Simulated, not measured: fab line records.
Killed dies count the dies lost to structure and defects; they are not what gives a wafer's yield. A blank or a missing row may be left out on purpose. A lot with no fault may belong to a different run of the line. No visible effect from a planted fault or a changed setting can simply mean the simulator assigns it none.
Chamber matching	flow n5_finfet	ald_sin-04 running N5_MOL_CONTACT_COAG_ALD_27: 4 sister chambers
The step deposits SiOC, target thk 17 nm, pulse time 1.5 s, time 2720 s. 8 wafers are shown with their chamber, then 8 later ones without.

## WAFERS WITH THEIR CHAMBER
wafer	chamber	heater_power_w (W)	precursor_pulse_height_rel
L075.5	1	723	0.996
L079.1	1	733	0.970
L080.1	2	846	0.977
L080.3	0	723	0.960
L080.5	0	734	1.005
L089.5	2	827	1.016
L089.6	3	699	0.995
L090.1	3	723	0.992

## WAFERS WITHOUT THEIR CHAMBER
wafer	heater_power_w (W)	precursor_pulse_height_rel
L090.2	739	1.040
L090.5	734	0.996
L095.1	845	1.031
L095.3	734	0.981
L095.4	721	1.002
L097.2	742	0.973
L097.5	732	1.004
L097.6	711	1.029

## WHICH CHAMBER EACH WENT THROUGH
wafer	from the rows above	in truth
L090.2	can't be placed: 1 or 0 or 3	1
L090.5	can't be placed: 0 or 1 or 3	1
L095.1	2	2
L095.3	can't be placed: 0 or 1 or 3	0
L095.4	can't be placed: 3 or 1 or 0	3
L097.2	can't be placed: 0 or 1 or 3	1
L097.5	can't be placed: 1 or 0 or 3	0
L097.6	can't be placed: 3 or 1 or 0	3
Correct placement for 1 of the 8. Cannot be placed on the basis of these rows: 7; the candidates contain the true chamber in 7. 0 placed wrongly.
How it was worked out, from the rows above alone: a wafer's distance from a chamber is the root of the sum, over the readings, of the square of ((its reading less the chamber's mean) divided by the reading's scatter). The wafer belongs to the nearest chamber; if the next one is less than 2 further off, it can't be placed. For every chamber, the mean is computed from those of its wafers that are shown. How the scatter is found: for the shown wafers, subtract from each reading the mean of its chamber, square and add these, divide the total by (wafers less chambers), then take the root.
